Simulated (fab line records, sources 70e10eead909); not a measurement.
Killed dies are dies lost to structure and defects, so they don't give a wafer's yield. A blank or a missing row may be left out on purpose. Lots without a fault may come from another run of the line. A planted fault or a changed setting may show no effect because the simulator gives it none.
fab line records | flow nand_harc
record lots=6 wafers=18 last_day=32
route steps=1302 shown A_DECK1_JOINT@530 END@1302
lots that met no fault: from a run of the same line without faults
start_h: hours from the record's first day to the start of the lot's first wafer shown | wait_h: hours since the lot's step before | " the same as in the row above | L1.1+2: a row that stands for several wafers | - no value, or no start given | * or withheld: withheld | < > ~ a bound
route shown NAME@n: a module of which the file shows steps, and the number in the route of the first | usual: mean/standard deviation of fault-free wafers | same: alike in all rows | chamber/n: place in a boat | sites: the reading at each site | _std_site: their standard deviation | _edge_site: outer sites' mean less inner sites' | radius_mm: how far each site lies from the wafer's centre | mask NAME#n: copy n | behind: the tool/chamber that last shaped the wafer | hold: why the lot was held/for how many hours/how that ended | device: the transistor (n, p or np) that didn't switch | end of line: the same wafers' tests at the end of the route | a step without rows: its recipe alone | killed: dies lost to structure and defects at the first sort, not the wafer's yield | map: a wafer's dies, x killed, . not, _ none there
set.NAME: the setting as run; set.NAME@STEP: as run at that earlier step | model.NAME: the simulator's own value behind a step, which no gauge read
lots at some steps of the route; a table a step, a row a wafer
services: from which hour (start_h, from the record's first day; less than 0 if before it) a tool's chamber was out of use, for how many hours, and why
## steps
# step NHARC_A_DECK1_JOINT_ETCHBACK_00
# recipe target_depth_a=300 time_s=17.4 hbr_flow_sccm=150 rf_w=350 icp_w=350 bias_w=60 chemistry=HBr
# usual chamber_pressure_mTorr=14.999/0.013 drypump_motor_current_A=5.6/0.33 oes_product_au=1.001/0.0072 throttle_valve_pct=23.266/0.0091
# columns lot.wafer tool chamber start_h wait_h chamber_pressure_mTorr drypump_motor_current_A oes_product_au rf_hours_counter_h throttle_valve_pct
L287.4 rie_si-02 2 264.57 0.1 15.018 5.8 0.993 1.0 23.253
L287.1 " 3 " " 14.997 5.7 1.001 0.9 23.257
L287.5 " 1 " " 15.003 5.5 1.011 - 23.281
L288.1 rie_si-03 2 275.88 0.1 14.970 6.0 1.007 0.3 23.268
L288.4 " 3 " " 14.985 5.9 0.994 0.3 23.256
L288.5 " 2 " " 14.996 6.0 1.010 - 23.261
L295.1 rie_si-02 3 355.80 0.1 14.999 5.8 1.007 0.6 23.264
L295.2 " 1 " " 14.982 5.5 1.014 0.5 23.266
L295.5 " 1 " " 15.000 5.5 1.011 - 23.262
L296.1 rie_si-03 1 355.81 0.1 15.004 6.3 0.998 0.8 23.270
L296.4 " 2 " " 14.970 6.0 1.005 0.9 23.266
L296.2 " 3 " " 14.988 5.9 0.992 0.6 23.273
L299.1 rie_si-03 0 388.42 0.1 14.987 5.2 1.006 1.0 23.249
L299.4 " 2 " " 14.982 6.0 0.996 1.0 23.278
L299.6 " 0 " " 14.982 5.2 1.013 - 23.260
L306.1 rie_si-05 3 458.77 0.1 15.016 5.8 0.993 1.1 23.262
L306.3 " 0 " " 15.004 5.5 1.008 1.1 23.278
L306.6 " 3 " " 14.987 5.8 0.993 - 23.270
# step NHARC_A_DECK1_JOINT_PRECLEAN_30
# recipe time_s=* temp_c=50 bath_age_min=0 chemistry=SC1
# step NHARC_A_DECK1_JOINT_SRD_31
# step NHARC_A_DECK1_JOINT_CVD_34
# recipe target_thk_a=200 temp_c=700 pressure_mtorr=300 material=SiNx
# step NHARC_A_DECK1_JOINT_DEP_06
# recipe target_thk_a=800 temp_c=65 material=SiOx
# step NHARC_A_DECK1_JOINT_CURE_26
# recipe temp_c=150 time_s=32 pressure_atm=0.395
# step NHARC_A_DECK1_JOINT_ANNEAL_27
# recipe temp_c=400 time_s=3600 idle_temp_c=300 ramp_up_c_per_min=10 densification_p_h2o_torr=640
# step NHARC_A_DECK1_JOINT_ANNEAL_28
# recipe temp_c=500 time_s=1800 idle_temp_c=400 ramp_up_c_per_min=10 densification_p_h2o_torr=640
# step NHARC_A_DECK1_JOINT_ANNEAL_29
# recipe temp_c=750 time_s=1800 idle_temp_c=500 ramp_up_c_per_min=10 ramp_down_c_per_min=3
# step NHARC_A_DECK1_JOINT_CMP_02
# recipe material=SiOx
# usual motor_current_A=10.8/1.1
# columns lot.wafer tool chamber start_h wait_h motor_current_A
L287.1 cmp-04 0 285.58 0.5 9.9
L287.4 " 3 " " 11.3
L287.5 " 0 " " 10.1
L288.1 cmp-04 2 304.82 0.4 11.5
L288.4 " 3 " " 11.6
L288.5 " 3 " " 11.4
L296.1 cmp-02 1 376.51 0.4 9.6
L296.2 " 2 " " 10.6
L296.4 " 3 " " 14.1
L295.1 cmp-04 0 376.53 0.4 9.8
L295.2 " 2 " " 11.5
L295.5 " 0 " " 10.0
L299.4 cmp-01 3 411.47 0.4 11.0
L299.1 " 0 " " 10.8
L299.6 " 3 " " 10.5
L306.3 cmp-04 0 499.85 0.4 10.1
L306.1 " 3 " " 12.1
L306.6 " 1 " " 9.5
# step NHARC_A_DECK1_JOINT_SRD_15
# step NHARC_A_DECK1_JOINT_DEP_16
# recipe target_thk_a=450 temp_c=400 pressure_torr=6.5 rf_w=900 teos_flow_sccm=161.4 flow_sccm=2650 target_thk_nm=45 gas=O2 material=SiO2
# usual heater_power_w=527/87 susceptor_temp_C=399.98/0.22 throttle_valve_pct=15.9/0.61
# columns lot.wafer tool chamber start_h wait_h heater_power_w susceptor_temp_C throttle_valve_pct
L287.1 pecvd-01 2 285.97 0.1 459 399.89 14.5
L287.5 " 2 " " 467 399.95 14.1
L287.4 " 1 " " 463 399.76 16.4
L288.1 pecvd-04 0 305.21 0.1 600 399.86 16.4
L288.4 " 1 " " 429 400.05 16.0
L288.5 " 2 " " 489 400.10 15.9
L296.2 pecvd-01 0 376.93 0.1 531 400.22 16.5
L296.1 " 1 " " 506 400.27 16.0
L296.4 " 0 " " 538 400.18 16.7
L295.1 pecvd-04 2 377.07 0.2 409 399.99 16.1
L295.2 " 0 " " 637 399.56 16.1
L295.5 " 2 " " 405 400.26 16.2
L299.1 pecvd-04 1 411.95 0.2 470 399.98 16.5
L299.4 " 2 " " 477 400.00 16.1
L299.6 " 0 " " 543 400.29 16.4
L306.1 pecvd-03 1 500.25 0.1 819 399.72 16.0
L306.3 " 0 " " 424 400.40 15.2
L306.6 " 1 " " 811 399.93 15.9
# step NHARC_A_DECK1_JOINT_THK_MEAS_17
# recipe thk_meas_gauge=ellipsometry
# usual thk_nm=45.2/1.3
# columns lot.wafer tool chamber start_h wait_h thk_nm
L287.1 film_metro-01 - 286.25 0.3 45.2
L287.4 " - " " 46.1
L287.5 " - " " 44.7
L288.1 film_metro-01 - 305.49 0.2 44.4
L288.4 " - " " 44.6
L288.5 " - " " 44.4
L296.1 film_metro-01 - 377.18 0.2 45.5
L296.2 " - " " 45.2
L296.4 " - " " 45.8
L295.1 film_metro-01 - 377.32 0.2 43.6
L295.2 " - " " 44.7
L295.5 " - " " 35.5
L299.1 film_metro-01 - 412.17 0.2 45.3
L299.4 " - " " 35.8
L299.6 " - " " 37.3
L306.1 film_metro-01 - 500.53 0.3 44.3
L306.3 " - " " 44.8
L306.6 " - " " 45.2
# step NHARC_A_DECK1_JOINT_INSPECT_05
# usual raw_defect_count=352/190
# columns lot.wafer tool chamber start_h wait_h raw_defect_count
L287.1 defect_inspect-01 - 286.29 0.0 269
L287.4 " - " " 239
L287.5 " - " " 458
L288.1 defect_inspect-02 - 305.52 0.0 457
L288.4 " - " " 222
L288.5 " - " " 331
L296.1 defect_inspect-02 - 377.22 0.0 269
L296.2 " - " " 563
L296.4 " - " " 624
L295.1 defect_inspect-02 - 377.35 0.0 406
L295.2 " - " " 358
L295.5 " - " " 271
L299.1 defect_inspect-01 - 412.20 0.0 965
L299.4 " - " " 734
L299.6 " - " " 776
L306.1 defect_inspect-01 - 500.56 0.0 341
L306.3 " - " " 485
L306.6 " - " " 352
# step NHARC_END_SORT_01
# recipe temp_c=25
# usual killed_at_array=56/21 killed_at_other=1.2/1.6 killed_at_periphery=3.7/2.5 killed_dies=61/21 killed_open=3.1/1.8 killed_short=2.8/1.7
# same gross_dies=677
# columns lot.wafer tool chamber start_h wait_h killed_at_array killed_at_other killed_at_periphery killed_dies killed_open killed_short
L287.1 prober-01 0 560.41 2.5 97 0 1 98 5 3
L287.4 prober-01 0 562.82 3.4 79 0 1 80 4 3
L287.5 prober-01 0 563.62 3.7 55 1 2 58 2 2
L288.1 prober-02 0 608.41 2.5 26 0 8 34 7 4
L288.4 prober-02 0 610.81 3.4 23 0 2 25 3 1
L288.5 prober-02 0 611.60 3.7 30 0 4 34 2 4
L295.1 prober-01 0 660.44 2.5 28 4 3 35 3 4
L295.2 prober-01 0 661.25 2.8 34 4 3 41 2 2
L295.5 prober-01 0 663.67 3.7 28 2 4 34 3 3
L296.1 prober-02 0 671.70 2.5 48 0 3 51 2 2
L296.4 prober-02 0 674.06 3.4 45 1 2 48 3 1
L299.1 prober-02 0 698.12 2.5 79 1 0 80 3 2
L299.4 prober-02 0 700.53 3.4 98 1 6 105 5 2
L299.6 prober-02 0 702.14 4.0 107 0 1 108 1 3
# killed by level:class
L287.1 A_CHANNEL_HOLE_D2:chamber_film_flake=45 A_CHANNEL_HOLE_D1:chamber_film_flake=34 A_STAIRCASE:chamber_film_flake=3 A_WL_FILL:chamber_film_flake=3 A_CONTACT:chamber_film_flake=3 A_BLC:geometric_particle:open=2 A_ONON_D1:geometric_particle:open=1 A_DECK1_JOINT:geometric_particle:short=1
L287.4 A_CHANNEL_HOLE_D2:chamber_film_flake=36 A_CHANNEL_HOLE_D1:chamber_film_flake=32 A_CHANNEL_FILL_D2:geometric_particle:short=3 A_STAIRCASE:chamber_film_flake=2 A_WL_FILL:chamber_film_flake=2 P_M0:geometric_particle:open=1 A_SOURCE_PLATE:geometric_particle:open=1 A_ONON_D1:geometric_particle:open=1
L287.5 A_CHANNEL_HOLE_D1:chamber_film_flake=25 A_CHANNEL_HOLE_D2:chamber_film_flake=23 A_STAIRCASE:chamber_film_flake=2 A_ONON_D1:geometric_particle:short=1 A_CHANNEL_FILL_D2:geometric_particle:open=1 A_BLC:geometric_particle:open=1 A_M1:geometric_particle:short=1 P_ZERO_WELL:chamber_film_flake=1
L288.1 A_CHANNEL_HOLE_D2:chamber_film_flake=9 A_STAIRCASE:chamber_film_flake=6 A_CHANNEL_HOLE_D1:chamber_film_flake=3 P_GATE:geometric_particle:short=2 P_M0:geometric_particle:open=2 A_CHANNEL_FILL_D1:geometric_particle:open=2 P_BONDPAD:chamber_film_flake=2 P_GATE:geometric_particle:open=1
L288.4 A_STAIRCASE:chamber_film_flake=8 A_CHANNEL_HOLE_D2:chamber_film_flake=6 A_CHANNEL_HOLE_D1:chamber_film_flake=4 A_CONTACT:chamber_film_flake=2 P_M0:geometric_particle:open=1 A_ONON_D1:geometric_particle:open=1 A_DECK1_JOINT:geometric_particle:open=1 A_CONTACT:geometric_particle:short=1
L288.5 A_CHANNEL_HOLE_D2:chamber_film_flake=11 A_STAIRCASE:chamber_film_flake=7 A_CONTACT:chamber_film_flake=4 A_SLIT:chamber_film_flake=2 P_M0:geometric_particle:open=1 P_M0:geometric_particle:short=1 A_ONON_D1:geometric_particle:short=1 A_CHANNEL_FILL_D1:geometric_particle:short=1
L295.1 A_CHANNEL_HOLE_D2:chamber_film_flake=15 A_CHANNEL_HOLE_D1:chamber_film_flake=5 THIN_TSV:chamber_film_flake=4 A_STAIRCASE:chamber_film_flake=2 P_GATE:geometric_particle:open=1 P_CONTACT:geometric_particle:short=1 A_CHANNEL_FILL_D1:geometric_particle:short=1 A_DECK1_JOINT:geometric_particle:short=1
L295.2 A_CHANNEL_HOLE_D2:chamber_film_flake=18 A_CHANNEL_HOLE_D1:chamber_film_flake=7 THIN_TSV:chamber_film_flake=4 A_SLIT:chamber_film_flake=3 P_GATE:chamber_film_flake=2 P_CONTACT:geometric_particle:open=1 A_DECK1_JOINT:geometric_particle:short=1 A_CHANNEL_FILL_D2:geometric_particle:open=1
L295.5 A_CHANNEL_HOLE_D2:chamber_film_flake=18 P_GATE:chamber_film_flake=3 A_CHANNEL_HOLE_D1:chamber_film_flake=3 A_DECK1_JOINT:geometric_particle:short=2 THIN_TSV:chamber_film_flake=2 P_STI:geometric_particle:open=1 A_WL_FILL:geometric_particle:short=1 A_BLC:geometric_particle:open=1
L296.1 A_CHANNEL_HOLE_D1:chamber_film_flake=32 A_STAIRCASE:chamber_film_flake=3 A_SLIT:chamber_film_flake=3 A_CONTACT:chamber_film_flake=3 A_WL_FILL:chamber_film_flake=2 P_GATE:geometric_particle:open=1 A_DECK1_JOINT:geometric_particle:short=1 A_WL_FILL:geometric_particle:short=1
L296.4 A_CHANNEL_HOLE_D1:chamber_film_flake=32 A_SLIT:chamber_film_flake=4 A_CONTACT:chamber_film_flake=2 A_STAIRCASE:chamber_film_flake=2 P_M0:geometric_particle:open=1 A_CHANNEL_FILL_D2:geometric_particle:short=1 A_CHANNEL_FILL_D2:geometric_particle:open=1 A_BLC:geometric_particle:open=1
L299.1 A_CHANNEL_HOLE_D1:chamber_film_flake=33 A_SLIT:chamber_film_flake=17 A_CHANNEL_HOLE_D2:chamber_film_flake=12 A_SGD_CUT:chamber_film_flake=5 A_CONTACT:chamber_film_flake=3 A_STAIRCASE:chamber_film_flake=2 A_ONON_D1:geometric_particle:short=1 A_DECK1_JOINT:geometric_particle:short=1
L299.4 A_CHANNEL_HOLE_D1:chamber_film_flake=37 A_SLIT:chamber_film_flake=26 A_CHANNEL_HOLE_D2:chamber_film_flake=23 A_SGD_CUT:chamber_film_flake=4 A_CHANNEL_FILL_D1:chamber_film_flake=2 A_STAIRCASE:chamber_film_flake=2 P_GATE:geometric_particle:open=1 P_M0:geometric_particle:open=1
L299.6 A_CHANNEL_HOLE_D1:chamber_film_flake=35 A_SLIT:chamber_film_flake=31 A_CHANNEL_HOLE_D2:chamber_film_flake=28 A_SGD_CUT:chamber_film_flake=5 A_CONTACT:chamber_film_flake=2 A_ONON_D1:geometric_particle:short=1 A_CHANNEL_HOLE_D1:geometric_particle:short=1 A_WL_FILL:geometric_particle:short=1
## services
# columns tool chamber start_h hours kind
rie_si-03 0 248.99 1.3 repair
cmp-02 - 268.07 1.0 repair
pecvd-04 - 269.21 13.0 pm
rie_si-02 - 277.00 9.0 pm
cmp-01 - 283.53 4.0 pm
cmp-04 - 307.33 4.0 pm
rie_si-03 3 310.82 36.1 repair
pecvd-01 - 311.00 13.0 pm
rie_si-02 0 316.55 106.7 repair
pecvd-04 - 344.28 4.8 repair
pecvd-01 2 358.90 8.7 repair
rie_si-03 - 398.00 9.0 pm
cmp-04 - 402.77 0.5 repair
cmp-04 - 405.33 4.0 pm
rie_si-02 2 407.47 6.4 repair
rie_si-03 - 434.98 0.3 repair
rie_si-03 0 435.50 15.6 repair
cmp-04 - 446.31 0.8 repair
pecvd-04 - 450.21 13.0 pm
rie_si-02 - 454.00 9.0 pm
cmp-04 - 462.84 0.7 repair
cmp-04 - 465.44 0.4 repair
rie_si-03 - 485.67 12.6 repair
pecvd-01 - 492.00 13.0 pm
## key
first_sign step=NHARC_A_DECK1_JOINT_THK_MEAS_17 reading=thk_nm direction=down sigmas=7 usual=45.2 struck=36.2
effect none on later readings
met_at NHARC_A_DECK1_JOINT_DEP_16
struck_wafers L295.5,L299.4,L299.6
tester_left_out L295,L299
onset_between 305.21 377.07
fault kind=process_parameter_drift tool=pecvd-04 chamber=- onset_h=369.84 steps=NHARC_A_DECK1_JOINT_DEP_16 channel=target_thk_nm offset=-9.1835 shape=step end_h=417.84 scope=struck_wafers_only acts_in=these_recipes_only stated=45
# tester_left_out: of these lots the tester's yield and bins aren't shown, on N5 and GAA mostly nor the transistor test; their killed dies are dies lost to structure and defects alone, not to doping, threshold or leakage, so they don't give the yield
